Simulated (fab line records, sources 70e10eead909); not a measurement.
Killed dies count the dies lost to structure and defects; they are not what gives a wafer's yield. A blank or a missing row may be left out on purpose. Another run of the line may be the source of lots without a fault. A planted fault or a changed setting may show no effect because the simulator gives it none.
Chamber matching || flow nand-harc || NHARC_P_CONTACT_ETCH_35 on rie-diel-12: 4 sister chambers
The step etches the open film in CF4, target depth 39 nm, time 65 s. 4 wafers are shown with their chamber, then 6 later ones without.

## EACH WAFER AND ITS CHAMBER
{"wafer": "L964.4", "chamber": 2, "drypump-motor-current-A (A)": 5.9}
{"wafer": "L964.5", "chamber": 0, "drypump-motor-current-A (A)": 6.2}
{"wafer": "L967.4", "chamber": 1, "drypump-motor-current-A (A)": 6.5}
{"wafer": "L967.5", "chamber": 3, "drypump-motor-current-A (A)": 5.5}

## WAFERS WHOSE CHAMBER IS MISSING
{"wafer": "L970.4", "drypump-motor-current-A (A)": 6.1}
{"wafer": "L970.5", "drypump-motor-current-A (A)": 5.9}
{"wafer": "L970.6", "drypump-motor-current-A (A)": 5.5}
{"wafer": "L971.1", "drypump-motor-current-A (A)": 6.1}
{"wafer": "L971.2", "drypump-motor-current-A (A)": 6.5}
{"wafer": "L971.4", "drypump-motor-current-A (A)": 5.5}

## EACH ONE'S CHAMBER
{"wafer": "L970.4", "from the rows above": "can't be placed: 0 or 2", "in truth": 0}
{"wafer": "L970.5", "from the rows above": 2, "in truth": 2}
{"wafer": "L970.6", "from the rows above": 3, "in truth": 3}
{"wafer": "L971.1", "from the rows above": "can't be placed: 0 or 2", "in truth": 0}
{"wafer": "L971.2", "from the rows above": 1, "in truth": 1}
{"wafer": "L971.4", "from the rows above": 3, "in truth": 3}
Correct placement for 4 of the 6. Can't be placed from these rows: 2 (the true chamber is among the candidates in 2). Placed wrongly: 0.
How it was worked out, from the rows above alone: a wafer's distance from a chamber is the root of the sum, over the readings, of the square of ((its reading less the chamber's mean) divided by the reading's scatter). If the next closest chamber is less than 2 further off than the closest, the wafer can't be placed; otherwise it belongs to the closest. A chamber's mean is the mean of its shown wafers. The scatter: with one shown wafer a chamber, the root of the mean of the squares of how far each hidden wafer lies from its nearest shown one.
